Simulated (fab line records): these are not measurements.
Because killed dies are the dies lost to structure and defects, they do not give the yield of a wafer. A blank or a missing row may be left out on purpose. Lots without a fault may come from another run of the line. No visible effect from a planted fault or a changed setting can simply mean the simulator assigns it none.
What tool caused it?	flow n5_finfet	57 wafers from 19 lots sampled at 6 of the route's 1938 steps

WHAT THE GAUGES READ, wafer by wafer
No reading from a measuring or inspecting step in the record can be judged against a usual standard deviation.

EACH LOT AND THE TOOL THAT RAN IT (in order: tool; ch and the chambers of the sampled wafers; start)
lot	N5_FIN_SAQP_SPACER2_ETCHBACK_29	N5_FIN_CUT_CUT_ETCH_27	N5_STI_FIN_REVEAL_STRIP_24	N5_DUMMY_GATE_DESCUM_20	N5_DUMMY_GATE_ETCH_44	N5_SD_EPI_P_ETCH_37
L075	rie_diel-05 ch 2,3, day 2 09:02	rie_diel-01 ch 1,2,3, day 2 10:48	rie_diel-04 ch 2,3, day 2 17:00	rie_diel-01 ch 0,1,3, day 3 05:26	rie_si-01 ch 0,1,2, day 3 06:11	rie_diel-06 ch 0,2,3, day 3 12:25
L076	rie_diel-04 ch 1,2, day 2 13:39	rie_diel-01 ch 2,3, day 2 16:02	rie_diel-02 ch 0,1, day 3 00:18	rie_diel-01 ch 1,2, day 3 14:07	rie_si-06 ch 1,3, day 3 14:54	rie_diel-06 ch 1,2, day 3 22:48
L078	rie_diel-05 ch 0,2,3, day 3 02:47	rie_diel-01 ch 2,3, day 3 04:36	rie_diel-02 ch 0,1,3, day 3 11:03	rie_diel-03 ch 1,2, day 3 22:49	rie_si-04 ch 1,2, day 3 23:37	rie_diel-03 ch 0,1,2, day 4 05:37
L079	rie_diel-05 ch 1,2, day 3 08:29	rie_diel-06 ch 0,3, day 3 10:18	rie_diel-04 ch 1,2, day 3 16:27	rie_diel-06 ch 2,3, day 4 04:07	rie_si-04 ch 0,2,3, day 4 05:02	rie_diel-01 ch 0,2,3, day 4 11:25
L080	rie_diel-05 ch 0,1,3, day 3 13:30	rie_diel-03 ch 0,1,2, day 3 15:20	rie_diel-02 ch 0,1,3, day 3 21:28	rie_diel-03 ch 0,2,3, day 4 09:10	rie_si-01 ch 1,2,3, day 4 09:55	rie_diel-01 ch 0,1,3, day 4 17:50
L083	rie_diel-02 ch 0,2,3, day 4 08:36	rie_diel-01 ch 0,2, day 4 10:25	rie_diel-02 ch 0,1,3, day 4 17:35	rie_diel-03 ch 1,2,3, day 5 09:16	rie_si-06 ch 0,2,3, day 5 10:02	rie_diel-03 ch 0,1,3, day 5 16:17
L084	rie_diel-04 ch 0,2, day 4 15:02	rie_diel-01 ch 0,1,3, day 4 16:54	rie_diel-04 ch 0,1,2, day 5 00:03	rie_diel-03 ch 1,2, day 5 12:27	rie_si-04 ch 0,1,3, day 5 13:12	rie_diel-03 ch 0,2, day 5 19:41
L086	rie_diel-02 ch 1,2,3, day 5 06:20	rie_diel-06 ch 0,1,2, day 5 08:05	rie_diel-02 ch 1,3, day 5 14:13	rie_diel-01 ch 0,1,3, day 6 04:43	rie_si-04 ch 1,3, day 6 05:28	rie_diel-03 ch 1,2, day 6 12:53
L087	rie_diel-05 ch 0,1,2, day 5 09:47	rie_diel-01 ch 0,1,2, day 5 11:29	rie_diel-05 ch 0,1,2, day 5 17:37	rie_diel-06 ch 0,2,3, day 6 08:40	rie_si-01 ch 0,1,3, day 6 09:26	rie_diel-06 ch 0,1,3, day 6 16:26
L088	rie_diel-05 ch 0,1,2, day 5 14:07	rie_diel-01 ch 0,1,3, day 5 15:48	rie_diel-05 ch 0,1,2, day 5 22:07	rie_diel-01 ch 0,1,3, day 6 11:34	rie_si-06 ch 0,1,3, day 6 12:20	rie_diel-03 ch 0,1,2, day 6 19:00
L089	rie_diel-04 ch 0,2,3, day 5 19:17	rie_diel-03 ch 0,2,3, day 5 21:05	rie_diel-05 ch 0,1,2, day 6 04:08	rie_diel-03 ch 1,2,3, day 6 16:24	rie_si-04 ch 0,1,3, day 6 17:24	rie_diel-06 ch 0,1,3, day 7 00:25
L090	rie_diel-02 ch 1,3, day 6 01:01	rie_diel-01 ch 1,3, day 6 02:50	rie_diel-02 ch 0,2, day 6 09:11	rie_diel-03 ch 0,3, day 6 20:52	rie_si-04 ch 0,3, day 6 21:42	rie_diel-01 ch 0,1, day 7 05:31
L091	rie_diel-05 ch 0,1,2, day 6 07:28	rie_diel-01 ch 0,1,3, day 6 09:09	rie_diel-04 ch 0,1,2, day 6 15:20	rie_diel-01 ch 0,3, day 7 03:01	rie_si-01 ch 0,2, day 7 03:49	rie_diel-03 ch 0,2, day 7 10:06
L092	rie_diel-04 ch 1,2, day 6 14:10	rie_diel-03 ch 1,2, day 6 15:59	rie_diel-04 ch 0,1,2, day 6 22:12	rie_diel-06 ch 0,1,2, day 7 16:47	rie_si-01 ch 0,3, day 7 17:32	rie_diel-01 ch 0,2, day 7 23:51
L093	rie_diel-04 ch 0,1, day 6 20:04	rie_diel-06 ch 2,3, day 6 22:19	rie_diel-04 ch 1,2, day 7 04:55	rie_diel-03 ch 0,2, day 7 16:53	rie_si-04 ch 1,3, day 7 17:40	rie_diel-06 ch 0,1, day 7 23:52
L094	rie_diel-02 ch 0,2,3, day 7 03:37	rie_diel-06 ch 0,1,3, day 7 05:18	rie_diel-02 ch 0,2,3, day 7 11:26	rie_diel-06 ch 0,1,2, day 8 00:41	rie_si-01 ch 0,1,2, day 8 01:26	rie_diel-06 ch 0,1,3, day 8 07:34
L095	rie_diel-04 ch 0,1,2, day 7 08:44	rie_diel-01 ch 1,2, day 7 11:08	rie_diel-05 ch 1,2,3, day 7 17:34	rie_diel-06 ch 1,2,3, day 8 11:06	rie_si-06 ch 1,2, day 8 11:52	rie_diel-03 ch 0,3, day 8 19:28
L096	rie_diel-05 ch 0,2,3, day 7 13:07	rie_diel-06 ch 0,2,3, day 7 14:56	rie_diel-04 ch 1,2, day 7 21:32	rie_diel-01 ch 0,2,3, day 8 14:29	rie_si-01 ch 0,2, day 8 15:15	rie_diel-06 ch 0,2,3, day 8 21:52
L097	rie_diel-04 ch 0,2,3, day 7 18:55	rie_diel-01 ch 0,3, day 7 20:37	rie_diel-05 ch 1,3, day 8 03:03	rie_diel-01 ch 0,2,3, day 8 15:07	rie_si-01 ch 0,1,2, day 8 15:56	rie_diel-01 ch 0,2, day 8 23:51
- N5_FIN_SAQP_SPACER2_ETCHBACK_29: etches SiO2 in CHF3/O2, target depth 12.2 nm, time 6.1 s.
- N5_FIN_CUT_CUT_ETCH_27: etches SiO2 in CHF3/O2, target depth 4 nm, overetch 2 nm, time 4.9 s.
- N5_STI_FIN_REVEAL_STRIP_24: strips in N2/H2, time 90 s.
- N5_DUMMY_GATE_DESCUM_20: chemistry O2, time 6.2 s.
- N5_DUMMY_GATE_ETCH_44: etches poly-Si in HBr/O2, stops on SiO2, target depth 127.5 nm.
- N5_SD_EPI_P_ETCH_37: etches SOC in N2/H2, overetch 108 nm, time 486 s.

AS READ BY THE TOOLS THEMSELVES (means over the sampled wafers that have a number; for cases with no such wafer, the mark the record gives instead)
N5_FIN_SAQP_SPACER2_ETCHBACK_29.
lot	tool	drypump_motor_current_A (A)	oes_product_au (a.u.)	rf_vpp_V (V)	showerhead_plenum_p_Torr (Torr)	throttle_valve_pct (%)
L075	rie_diel-05	5.5	0.73	517	2.34	19.18
L076	rie_diel-04	5.3	0.73	512	2.43	18.90
L078	rie_diel-05	5.4	0.73	508	2.37	18.99
L079	rie_diel-05	5.7	0.78	524	2.32	18.74
L080	rie_diel-05	5.6	0.73	507	2.47	19.07
L083	rie_diel-02	6.1	0.71	501	2.38	18.81
L084	rie_diel-04	5.5	0.86	523	2.50	18.87
L086	rie_diel-02	6.0	0.69	514	2.42	18.85
L087	rie_diel-05	5.6	0.74	512	2.40	18.84
L088	rie_diel-05	5.5	0.74	512	2.40	18.83
L089	rie_diel-04	5.7	0.75	524	2.44	18.90
L090	rie_diel-02	6.3	0.68	518	2.43	18.74
L091	rie_diel-05	5.6	0.74	514	2.40	18.85
L092	rie_diel-04	5.4	0.70	514	2.45	18.81
L093	rie_diel-04	5.6	0.83	524	2.53	18.75
L094	rie_diel-02	6.1	0.69	501	2.37	18.86
L095	rie_diel-04	5.5	0.76	518	2.47	18.87
L096	rie_diel-05	5.4	0.90	508	2.36	18.76
L097	rie_diel-04	5.7	0.84	523	2.43	18.82

N5_FIN_CUT_CUT_ETCH_27.
lot	tool	drypump_motor_current_A (A)	oes_product_au (a.u.)	rf_vpp_V (V)	showerhead_plenum_p_Torr (Torr)	throttle_valve_pct (%)
L075	rie_diel-01	5.4	0.61	523	2.48	19.07
L076	rie_diel-01	5.4	0.62	529	2.49	18.95
L078	rie_diel-01	5.4	0.62	524	2.46	19.02
L079	rie_diel-06	6.3	0.62	501	2.30	18.50
L080	rie_diel-03	6.2	0.59	539	2.44	19.08
L083	rie_diel-01	5.4	0.59	525	2.47	18.96
L084	rie_diel-01	5.5	0.58	515	2.44	19.14
L086	rie_diel-06	6.2	0.64	520	2.42	18.89
L087	rie_diel-01	5.5	0.57	520	2.47	19.09
L088	rie_diel-01	5.5	0.58	516	2.44	19.16
L089	rie_diel-03	5.9	0.60	538	2.45	18.90
L090	rie_diel-01	5.5	0.57	518	2.46	19.23
L091	rie_diel-01	5.5	0.58	516	2.43	19.16
L092	rie_diel-03	6.6	0.56	533	2.37	19.12
L093	rie_diel-06	5.8	0.59	509	2.29	18.86
L094	rie_diel-06	6.3	0.64	509	2.37	18.64
L095	rie_diel-01	5.5	0.56	523	2.49	19.19
L096	rie_diel-06	6.0	0.59	509	2.31	18.86
L097	rie_diel-01	5.4	0.59	515	2.41	19.13

N5_STI_FIN_REVEAL_STRIP_24.
lot	tool	drypump_motor_current_A (A)	h2_flow_sccm (sccm)	oes_product_au (a.u.)	rf_vpp_V (V)	showerhead_plenum_p_Torr (Torr)	throttle_valve_pct (%)
L075	rie_diel-04	5.8	300.5	0.69	45.5	3.34	12.28
L076	rie_diel-02	6.1	300.2	0.71	44.4	3.33	12.20
L078	rie_diel-02	6.2	299.5	0.70	44.3	3.37	12.23
L079	rie_diel-04	5.4	300.5	0.71	46.6	3.42	12.45
L080	rie_diel-02	6.2	299.6	0.70	45.5	3.37	12.23
L083	rie_diel-02	6.2	299.2	0.69	44.8	3.37	12.25
L084	rie_diel-04	5.5	300.0	0.78	45.3	3.50	12.28
L086	rie_diel-02	6.1	300.0	0.69	44.7	3.44	12.38
L087	rie_diel-05	5.6	299.3	0.75	44.5	3.37	12.21
L088	rie_diel-05	5.6	300.2	0.75	45.1	3.37	12.21
L089	rie_diel-05	5.6	301.3	0.75	45.2	3.37	12.22
L090	rie_diel-02	6.0	299.7	0.70	45.2	3.28	12.27
L091	rie_diel-04	5.4	299.0	0.77	45.7	3.49	12.31
L092	rie_diel-04	5.4	300.4	0.76	45.9	3.49	12.33
L093	rie_diel-04	5.4	299.6	0.69	45.1	3.45	12.34
L094	rie_diel-02	6.1	299.5	0.69	46.0	3.31	12.33
L095	rie_diel-05	5.7	300.3	0.81	45.6	3.31	12.24
L096	rie_diel-04	5.4	300.3	0.68	45.3	3.40	12.54
L097	rie_diel-05	5.8	299.9	0.86	45.2	3.38	12.28

N5_DUMMY_GATE_DESCUM_20.
lot	tool	drypump_motor_current_A (A)	oes_product_au (a.u.)	rf_vpp_V (V)	showerhead_plenum_p_Torr (Torr)	throttle_valve_pct (%)
L075	rie_diel-01	5.5	0.75	243.9	2.11	20.7
L076	rie_diel-01	5.5	0.73	243.5	2.16	20.6
L078	rie_diel-03	6.6	0.71	242.4	2.05	20.6
L079	rie_diel-06	5.7	0.78	242.5	1.97	20.3
L080	rie_diel-03	5.9	0.78	244.7	2.11	20.3
L083	rie_diel-03	6.3	0.73	243.0	2.05	20.3
L084	rie_diel-03	6.4	0.70	243.1	2.10	20.5
L086	rie_diel-01	5.5	0.74	243.1	2.10	20.7
L087	rie_diel-06	6.0	0.75	240.8	2.00	20.4
L088	rie_diel-01	5.5	0.73	242.9	2.10	20.7
L089	rie_diel-03	6.2	0.73	242.2	2.04	20.3
L090	rie_diel-03	5.8	0.80	243.2	2.06	20.2
L091	rie_diel-01	5.4	0.76	243.8	2.09	20.7
L092	rie_diel-06	6.2	0.78	242.9	2.08	20.4
L093	rie_diel-03	5.9	0.75	243.8	2.17	20.7
L094	rie_diel-06	6.2	0.79	242.8	2.08	20.5
L095	rie_diel-06	6.0	0.80	242.0	2.06	20.3
L096	rie_diel-01	5.4	0.73	243.4	2.12	20.7
L097	rie_diel-01	5.4	0.73	243.7	2.12	20.7

N5_DUMMY_GATE_ETCH_44.
lot	tool	drypump_motor_current_A (A)	oes_product_au (a.u.)	throttle_valve_pct (%)
L075	rie_si-01	5.3	0.724	18.27
L076	rie_si-06	6.3	0.729	18.83
L078	rie_si-04	6.2	0.721	18.55
L079	rie_si-04	5.9	0.731	18.66
L080	rie_si-01	5.6	0.717	18.26
L083	rie_si-06	5.8	0.722	18.51
L084	rie_si-04	5.5	0.714	18.62
L086	rie_si-04	5.5	0.702	18.60
L087	rie_si-01	5.3	0.724	18.33
L088	rie_si-06	6.2	0.726	18.61
L089	rie_si-04	5.6	0.718	18.62
L090	rie_si-04	5.6	0.720	18.68
L091	rie_si-01	5.5	0.718	18.34
L092	rie_si-01	5.5	0.734	18.47
L093	rie_si-04	5.6	0.716	18.58
L094	rie_si-01	5.3	0.724	18.27
L095	rie_si-06	5.6	0.734	18.69
L096	rie_si-01	5.3	0.716	18.41
L097	rie_si-01	5.3	0.708	18.27

N5_SD_EPI_P_ETCH_37.
lot	tool	drypump_motor_current_A (A)	h2_flow_sccm (sccm)	oes_product_au (a.u.)	rf_vpp_V (V)	showerhead_plenum_p_Torr (Torr)	throttle_valve_pct (%)
L075	rie_diel-06	6.0	199.5	0.69	238.9	2.43	23.7
L076	rie_diel-06	6.2	199.8	0.79	242.4	2.64	23.9
L078	rie_diel-03	6.3	200.0	0.67	240.1	2.57	23.9
L079	rie_diel-01	5.5	200.2	0.68	241.1	2.59	24.2
L080	rie_diel-01	5.5	200.0	0.66	240.9	2.57	24.2
L083	rie_diel-03	6.1	200.2	0.68	240.2	2.51	23.9
L084	rie_diel-03	6.1	200.5	0.65	241.6	2.64	23.8
L086	rie_diel-03	6.6	200.1	0.63	239.7	2.48	23.8
L087	rie_diel-06	6.3	199.3	0.73	239.9	2.50	23.7
L088	rie_diel-03	6.3	200.3	0.65	240.2	2.56	24.0
L089	rie_diel-06	6.3	199.6	0.72	240.2	2.50	23.7
L090	rie_diel-01	5.5	200.1	0.63	241.4	2.55	24.0
L091	rie_diel-03	6.1	200.0	0.65	242.1	2.64	23.8
L092	rie_diel-01	5.4	200.1	0.65	241.0	2.60	24.0
L093	rie_diel-06	6.5	199.8	0.71	240.7	2.52	23.6
L094	rie_diel-06	6.3	200.1	0.72	239.9	2.50	23.7
L095	rie_diel-03	5.8	199.7	0.69	241.9	2.58	24.1
L096	rie_diel-06	6.0	199.8	0.66	238.7	2.42	23.8
L097	rie_diel-01	5.5	200.4	0.64	241.0	2.56	24.1

THE ANSWER, worked out from the rows above alone
Rule: the lots themselves supply what counts as usual. The widest of any qualifying gaps counts: lots, ordered by their means at a reading, are off when they make up no more than a third of the lots, leave a main group of 4 or more, and stand apart from it by 3 or more times the standard deviation of that group's means. The tables above print the reading to a certain number of digits; a main group whose means all agree to those digits is not used. Also off: a lot with no number at a reading for which 4 or more lots have one. Where the step has rows for the other lots, those lots are counted as sound. Order of review: gauges by route order, followed by the tools' own readings, for which a lot's mean as printed above is used. At the first step where some lot is off, the reading lying furthest off is the one used; lots without a number count as furthest.
Across all readings shown, no lot is off: no conclusion can be drawn from this.

WHAT WAS PUT IN BY THE SIMULATOR
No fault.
